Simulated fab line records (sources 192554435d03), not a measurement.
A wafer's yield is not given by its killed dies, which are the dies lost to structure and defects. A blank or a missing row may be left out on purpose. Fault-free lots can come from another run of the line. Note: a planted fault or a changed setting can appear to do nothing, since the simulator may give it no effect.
Chamber matching / flow n5 finfet / N5_BEOL_M9_CURE_72 on uv cure-02 has 3 sister chambers
The step cures SiCOH lowk, time 120 s. 6 wafers are shown with their chamber, then 7 later ones without.

EACH WAFER AND ITS CHAMBER
wafer=L080.3; chamber=0; wafer_temp_C_max=371.8; lamp power pct (%)=52.29
wafer=L080.4; chamber=0; wafer_temp_C_max=372.0; lamp power pct (%)=52.23
wafer=L084.4; chamber=2; wafer_temp_C_max=373.3; lamp power pct (%)=52.37
wafer=L084.6; chamber=2; wafer_temp_C_max=372.2; lamp power pct (%)=52.37
wafer=L091.3; chamber=1; wafer_temp_C_max=371.6; lamp power pct (%)=52.30
wafer=L091.5; chamber=1; wafer_temp_C_max=371.5; lamp power pct (%)=52.41

WAFERS WITHOUT THEIR CHAMBER
wafer=L091.6; wafer_temp_C_max=371.5; lamp power pct (%)=52.42
wafer=L092.1; wafer_temp_C_max=371.9; lamp power pct (%)=52.39
wafer=L092.3; wafer_temp_C_max=372.8; lamp power pct (%)=52.33
wafer=L092.4; wafer_temp_C_max=371.8; lamp power pct (%)=52.26
wafer=L095.1; wafer_temp_C_max=371.9; lamp power pct (%)=52.27
wafer=L095.2; wafer_temp_C_max=372.0; lamp power pct (%)=52.32
wafer=L095.4; wafer_temp_C_max=372.0; lamp power pct (%)=52.38

THE CHAMBER EACH PASSED THROUGH
wafer=L091.6; from the rows above=can't be placed: 1 or 2 or 0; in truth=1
wafer=L092.1; from the rows above=can't be placed: 1 or 2 or 0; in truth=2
wafer=L092.3; from the rows above=can't be placed: 2 or 0 or 1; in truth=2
wafer=L092.4; from the rows above=can't be placed: 0 or 1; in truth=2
wafer=L095.1; from the rows above=can't be placed: 0 or 1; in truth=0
wafer=L095.2; from the rows above=can't be placed: 0 or 1 or 2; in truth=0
wafer=L095.4; from the rows above=can't be placed: 1 or 2 or 0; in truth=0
0 of 7 placed correctly. Not placeable from these rows: 7 (in 6, the candidates include the true chamber). Number placed wrongly: 0.
How it was worked out, from the rows above alone: a wafer's distance from a chamber is the root of the sum, over the readings, of the square of ((its reading less the chamber's mean) divided by the reading's scatter). If the next closest chamber is less than 2 further off than the closest, the wafer can't be placed; otherwise it belongs to the closest. For every chamber, the mean is computed from those of its wafers that are shown. The scatter: the root of (the sum of the squares of (reading less its chamber's mean) over the shown wafers, divided by (wafers less chambers)).
